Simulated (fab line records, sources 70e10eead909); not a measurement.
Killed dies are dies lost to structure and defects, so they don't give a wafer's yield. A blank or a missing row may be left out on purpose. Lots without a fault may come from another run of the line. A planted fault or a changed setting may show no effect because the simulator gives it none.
fab line records | flow nand_harc
record lots=12 wafers=36 last_day=24
route steps=1159 shown A_BLC@985 A_M0@1005 END@1159
lots that met no fault: from a run of the same line without faults
start_h: hours from the record's first day to the start of the lot's first wafer shown | wait_h: hours since the lot's step before | " the same as in the row above | L1.1+2: a row that stands for several wafers | - no value, or no start given | * or withheld: withheld | < > ~ a bound
route shown NAME@n: a module of which the file shows steps, and the number in the route of the first | usual: mean/standard deviation of fault-free wafers | same: alike in all rows | chamber/n: place in a boat | sites: the reading at each site | _std_site: their standard deviation | _edge_site: outer sites' mean less inner sites' | radius_mm: how far each site lies from the wafer's centre | mask NAME#n: copy n | behind: the tool/chamber that last shaped the wafer | hold: why the lot was held/for how many hours/how that ended | device: the transistor (n, p or np) that didn't switch | end of line: the same wafers' tests at the end of the route | a step without rows: its recipe alone | killed: dies lost to structure and defects at the first sort, not the wafer's yield | map: a wafer's dies, x killed, . not, _ none there
set.NAME: the setting as run; set.NAME@STEP: as run at that earlier step | model.NAME: the simulator's own value behind a step, which no gauge read
steps of the route over a sample of lots; a table a step, a row a wafer
services: from which hour (start_h, from the record's first day; less than 0 if before it) a tool's chamber was out of use, for how many hours, and why
## steps
# step NHARC_A_BLC_DEGAS_30
# recipe temp_c=300 time_s=60
# usual heater_power_w=473/34
# columns lot.wafer tool chamber start_h wait_h heater_power_w
L173.1 pvd_sputter-01 - 399.56 - 523
L173.4 " - " " 499
L173.5 " - " " 465
L175.2 pvd_sputter-01 - 403.59 - 468
L175.1 " - " " 477
L175.6 " - " " 528
L177.3 pvd_sputter-01 - 420.33 - 462
L177.6 " - " " 508
L177.5 " - " " 484
L179.4 pvd_sputter-03 - 427.49 - 487
L179.2 " - " " 430
L179.3 " - " " 442
L180.2 pvd_sputter-02 - 440.55 - 477
L180.4 " - " " 474
L180.5 " - " " 419
L185.1 pvd_sputter-01 - 468.61 - 525
L185.3 " - " " 515
L185.6 " - " " 519
L187.2 pvd_sputter-02 - 469.72 - 412
L187.4 " - " " 471
L187.1 " - " " 515
L192.4 pvd_sputter-02 - 507.71 - 516
L192.2 " - " " 464
L192.3 " - " " 467
L193.1 pvd_sputter-03 - 508.49 - 481
L193.3 " - " " 506
L193.5 " - " " 473
L195.4 pvd_sputter-03 - 513.64 - 474
L195.3 " - " " 433
L195.6 " - " " 428
L196.4 pvd_sputter-02 - 515.09 - 480
L196.2 " - " " 476
L196.5 " - " " 419
L194.3 pvd_sputter-03 - 516.68 - 414
L194.2 " - " " 461
L194.5 " - " " 461
# step NHARC_A_M0_OVL_MEAS_10
# recipe pitch_nm=160
# usual overlay_x_nm=-0.3/1.1 overlay_y_nm=0.0/0.84
# columns lot.wafer tool chamber start_h wait_h overlay_x_nm overlay_y_nm
L173.1 overlay-01 - 402.82 - -0.6 0.1
L173.4 " - " " -0.4 0.4
L173.5 " - " " -0.6 -0.4
L175.1 overlay-01 - 408.41 - 0.4 0.0
L175.2 " - " " 0.1 -0.3
L175.6 " - " " 0.0 0.0
L177.3 overlay-02 - 422.68 - 0.0 -1.2
L177.5 " - " " -0.2 -1.3
L177.6 " - " " -0.1 -0.7
L179.2 overlay-01 - 434.15 - -2.5 0.1
L179.3 " - " " -2.4 -0.2
L179.4 " - " " -2.3 -0.4
L180.2 overlay-02 - 443.71 - -0.5 -0.3
L180.4 " - " " -1.0 -0.2
L180.5 " - " " -0.8 0.3
L185.1 overlay-02 - 470.95 - -2.0 0.7
L185.3 " - " " -1.9 0.0
L185.6 " - " " -1.9 -0.5
L187.1 overlay-02 - 472.11 - 0.7 0.5
L187.2 " - " " 0.4 0.4
L187.4 " - " " 0.5 0.5
L192.2 overlay-02 - 510.12 - 0.3 -1.5
L192.3 " - " " 0.1 -0.8
L192.4 " - " " 0.3 -0.7
L193.1 overlay-01 - 511.09 - -1.2 1.1
L193.3 " - " " -1.0 1.3
L193.5 " - " " -0.9 1.4
L195.3 overlay-02 - 516.08 - -2.1 -1.2
L195.4 " - " " -1.8 -0.6
L195.6 " - " " -1.5 -0.9
L196.2 overlay-01 - 517.48 - -0.3 -0.5
L196.4 " - " " 0.1 -1.2
L196.5 " - " " -0.3 -0.7
L194.2 overlay-02 - 520.48 - 0.6 -1.6
L194.3 " - " " 0.7 -0.8
L194.5 " - " " 0.6 -0.3
# step NHARC_A_M0_ETCH_15
# recipe target_depth_a=1500 overetch_a=150 time_s=82.5 c4f8_flow_sccm=withheld ar_flow_sccm=400 rf_w=600 bias_w=300 chemistry=C4F8/Ar
# usual bias_w=300.0/0.93 chamber_pressure_mTorr=25.001/0.023 oes_product_au=0.945/0.024 rf_vpp_V=440.9/2
# columns lot.wafer tool chamber start_h wait_h bias_w chamber_pressure_mTorr oes_product_au rf_hours_counter_h rf_vpp_V
L173.4 rie_diel-04 0 403.11 - 300.8 24.978 0.939 6 439.2
L173.1 " 1 " " 299.8 25.016 0.916 8 441.0
L173.5 " 2 " " 300.3 24.988 0.907 - 439.5
L175.2 rie_diel-04 0 408.68 - 301.6 25.017 0.981 6 440.9
L175.1 " 3 " " 300.9 25.021 0.965 8 441.4
L175.6 " 1 " " 299.7 25.024 0.967 - 440.8
L177.3 rie_diel-10 1 422.99 - 300.1 24.988 0.924 6 439.8
L177.5 " 2 " " 298.4 25.015 0.941 - 445.9
L177.6 " 3 " " 300.1 25.004 0.963 - 440.1
L179.4 rie_diel-12 3 434.42 - 301.5 25.020 0.959 2 441.4
L179.2 " 1 " " 301.3 24.991 0.990 2 442.2
L179.3 " 2 " " 299.4 24.958 0.997 2 439.3
L180.4 rie_diel-12 3 443.99 - 301.2 25.020 0.971 3 438.6
L180.2 " 0 " " 299.6 24.975 0.989 3 443.2
L180.5 " 3 " " 299.4 24.998 0.969 - 437.9
L185.1 rie_diel-12 1 471.23 - - - - - -
L185.3 " 3 " " - - - - -
L185.6 " 1 " " - - - - -
L187.4 rie_diel-10 1 472.38 - - - - - -
L187.2 " 2 " " - - - - -
L187.1 " 3 " " - - - - -
L192.3 rie_diel-12 3 510.39 - 299.7 24.973 0.914 8 441.5
L192.4 " 1 " " 302.1 25.032 0.946 7 442.0
L192.2 " 2 " " 299.3 25.036 0.935 7 437.0
L193.1 rie_diel-12 3 511.36 - 300.8 24.993 0.920 8 438.9
L193.3 " 1 " " 299.6 25.020 0.951 7 441.5
L193.5 " 0 " " 298.9 25.022 0.945 - 445.7
L195.4 rie_diel-04 3 516.36 - 300.0 24.998 0.942 3 441.2
L195.3 " 1 " " 300.7 24.987 0.962 3 441.0
L195.6 " 3 " " 299.6 24.999 0.951 - 440.6
L196.2 rie_diel-04 1 517.75 - 300.1 24.992 0.960 3 439.5
L196.4 " 2 " " 298.8 25.047 0.953 2 439.9
L196.5 " 1 " " 299.8 24.995 0.952 - 441.3
L194.2 rie_diel-10 1 520.75 - 299.8 24.979 0.945 13 439.0
L194.3 " 3 " " 300.5 25.056 0.992 13 438.6
L194.5 " 2 " " 299.1 25.051 0.963 - 444.5
# step NHARC_A_M0_CMP_23
# recipe t_overpolish_s=20 target_thk_nm=113.75
# usual motor_current_A=11.9/1.2 time_to_endpoint_s=28/3.5
# same t_overpolish_s=20
# columns lot.wafer tool chamber start_h wait_h motor_current_A time_to_endpoint_s
L173.4 cmp-03 3 405.01 - 11.9 27
L173.1 " 0 " " 12.9 25
L173.5 " 1 " " 11.9 23
L175.1 cmp-03 3 410.56 - 12.5 26
L175.2 " 1 " " 12.3 25
L175.6 " 2 " " 11.8 26
L177.3 cmp-01 0 424.96 - 9.4 28
L177.6 " 3 " " 9.9 32
L177.5 " 0 " " 9.8 29
L179.2 cmp-02 2 436.30 - 10.3 29
L179.4 " 3 " " 11.5 25
L179.3 " 0 " " 12.3 29
L180.2 cmp-02 3 446.02 - 12.3 26
L180.4 " 0 " " 12.7 32
L180.5 " 3 " " 11.8 28
L185.3 cmp-01 0 473.11 - 10.2 30
L185.1 " 3 " " 10.0 30
L185.6 " 0 " " 10.0 29
L187.4 cmp-02 3 474.76 - 12.5 27
L187.2 " 1 " " 12.5 30
L187.1 " 2 " " 9.8 30
L192.2 cmp-02 3 512.25 - 12.0 29
L192.4 " 0 " " 12.3 35
L192.3 " 1 " " 12.5 34
L193.3 cmp-03 3 513.24 - 12.4 26
L193.1 " 1 " " 11.9 24
L193.5 " 2 " " 11.5 26
L195.3 cmp-03 0 518.26 - 13.2 23
L195.4 " 1 " " 12.2 22
L195.6 " 3 " " 11.9 24
L196.2 cmp-03 2 519.58 - 11.4 23
L196.4 " 0 " " 12.8 22
L196.5 " 3 " " 11.7 23
L194.2 cmp-01 3 522.82 - 9.2 28
L194.3 " 1 " " 13.1 28
L194.5 " 0 " " 9.9 25
# step NHARC_END_SORT_01
# recipe temp_c=25
# usual defect_limited_yield=95.4/1.5 killed_at_array=27/9.9 killed_at_other=0.5/0.76 killed_at_periphery=3.4/2.2 killed_dies=31/10 killed_open=3.3/2 killed_short=2.0/1.5 sort_bin_2_pct=1.5/0.64 sort_bin_3_pct=0.21/0.2 sort_bin_4_pct=2.9/0.97 sort_n_pass=646/10 sort_rim_yield_pct=96.9/2 sort_yield_pct=95.4/1.5
# same gross_dies=677 sort_bin_5_pct[%]=0 sort_bin_6_pct[%]=0 sort_bin_7_pct[%]=0 sort_bin_8_pct[%]=0 sort_rim_n_gross=106.00
# columns lot.wafer tool chamber start_h wait_h defect_limited_yield[%] killed_at_array killed_at_other killed_at_periphery killed_dies killed_open killed_short sort_bin_2_pct[%] sort_bin_3_pct[%] sort_bin_4_pct[%] sort_n_pass sort_rim_yield_pct[%] sort_yield_pct[%]
L185.1 prober-01 0 517.51 2.5 0 674 0 3 677 8 7 97.3 0.30 2.4 0 0 0
L185.3 prober-01 0 519.11 3.1 0 674 0 3 677 3 0 98.5 0.15 1.3 0 0 0
L185.6 prober-01 0 521.52 4.0 0 675 0 2 677 3 3 98.4 0.15 1.5 0 0 0
L187.1 prober-02 0 517.54 2.5 0 676 0 1 677 1 1 97.5 0.59 1.9 0 0 0
L187.2 prober-02 0 518.34 2.8 0 675 1 1 677 2 3 95.9 0.15 4.0 0 0 0
L187.4 prober-02 0 519.94 3.4 0 675 0 2 677 2 3 96.2 0 3.8 0 0 0
# killed by level:class
L185.1 A_M0:area_etch=650 A_CHANNEL_HOLE_D1:chamber_film_flake=6 A_CONTACT:geometric_particle:open=2 A_BLC:geometric_particle:open=2 A_M0:geometric_particle:open=2 A_ZERO_WELL:chamber_film_flake=2 A_CHANNEL_FILL_D1:chamber_film_flake=2 P_CONTACT:geometric_particle:short=1
L187.1 A_M0:area_etch=646 A_CHANNEL_HOLE_D1:chamber_film_flake=21 A_STAIRCASE:chamber_film_flake=3 A_CONTACT:chamber_film_flake=3 A_SGD_CUT:geometric_particle:short=1 A_SGD_CUT:geometric_particle:open=1 P_GATE:chamber_film_flake=1 A_WL_FILL:chamber_film_flake=1
L187.2 A_M0:area_etch=639 A_CHANNEL_HOLE_D1:chamber_film_flake=24 A_CONTACT:chamber_film_flake=5 A_CONTACT:geometric_particle:open=2 A_SGD_CUT:geometric_particle:short=1 A_CONTACT:geometric_particle:short=1 P_BONDPAD:chamber_film_flake=1 STARTING-WAFER:geometric_particle:short=1
L185.3 A_M0:area_etch=662 A_CHANNEL_HOLE_D1:chamber_film_flake=4 A_CONTACT:chamber_film_flake=3 P_M0:chamber_film_flake=2 P_M2:geometric_particle:open=1 A_SOURCE_PLATE:geometric_particle:open=1 A_CONTACT:geometric_particle:open=1 A_CHANNEL_FILL_D1:chamber_film_flake=1
L187.4 A_M0:area_etch=643 A_CHANNEL_HOLE_D1:chamber_film_flake=22 A_WL_FILL:geometric_particle:short=2 A_CONTACT:chamber_film_flake=2 A_SOURCE_PLATE:geometric_particle:open=1 A_CONTACT:geometric_particle:short=1 A_M1:geometric_particle:open=1 P_ZERO_WELL:chamber_film_flake=1
L185.6 A_M0:area_etch=662 P_M0:chamber_film_flake=2 A_ZERO_WELL:chamber_film_flake=2 A_STAIRCASE:chamber_film_flake=2 A_SLIT:chamber_film_flake=2 A_ONON_D1:geometric_particle:short=1 A_CHANNEL_FILL_D1:geometric_particle:short=1 A_SGD_CUT:geometric_particle:open=1
## services
# columns tool chamber start_h hours kind
cmp-01 - 375.63 4.0 pm
rie_diel-12 - 379.40 9.0 pm
rie_diel-12 0 379.40 9.0 vent_cycle
rie_diel-12 1 379.40 9.0 vent_cycle
rie_diel-12 2 379.40 9.0 vent_cycle
cmp-03 - 387.93 0.4 repair
pvd_sputter-03 - 390.14 4.9 repair
pvd_sputter-02 - 392.07 10.0 pm
rie_diel-10 3 394.59 5.5 repair
pvd_sputter-01 - 401.66 1.2 repair
cmp-02 - 405.59 0.5 repair
cmp-01 - 418.50 0.6 repair
cmp-02 - 422.62 4.0 pm
cmp-03 - 450.00 4.0 pm
cmp-02 - 456.55 1.2 repair
pvd_sputter-03 - 458.00 10.0 pm
rie_diel-04 2 463.18 8.2 repair
rie_diel-04 - 465.90 9.0 pm
cmp-01 - 473.63 4.0 pm
rie_diel-12 2 485.23 5.3 repair
rie_diel-04 2 489.09 6.6 repair
cmp-03 - 498.59 0.5 repair
pvd_sputter-01 - 514.20 10.0 pm
cmp-02 - 520.78 4.0 pm
## key
first_sign step=NHARC_A_M0_ETCH_15 reading=tool_record direction=missing
effect step=NHARC_END_SORT_01 reading=sort_bin_2_pct direction=up sigmas=99+ usual=1.5 struck=97.3
more_kills_born_at NHARC_A_M0_ETCH_15@rie_diel-12=1974 NHARC_A_M0_ETCH_15@rie_diel-10=1928
met_at NHARC_A_M0_ETCH_15
struck_lots L185,L187
later_rows_left_out L185.1,L185.3,L185.6,L187.1,L187.2,L187.4
not_acting_at NHARC_A_BLC_DEGAS_30,NHARC_A_M0_OVL_MEAS_10,NHARC_A_M0_CMP_23
onset_between 443.99 471.23
fault kind=skipped_step_whole tool=rie_diel-10,rie_diel-12 chamber=- onset_h=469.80 steps=NHARC_A_M0_ETCH_15 scope=struck_lots_only
# later_rows_left_out: the simulator's readings of these wafers behind a module that went badly wrong aren't trusted and aren't shown, but for the sort
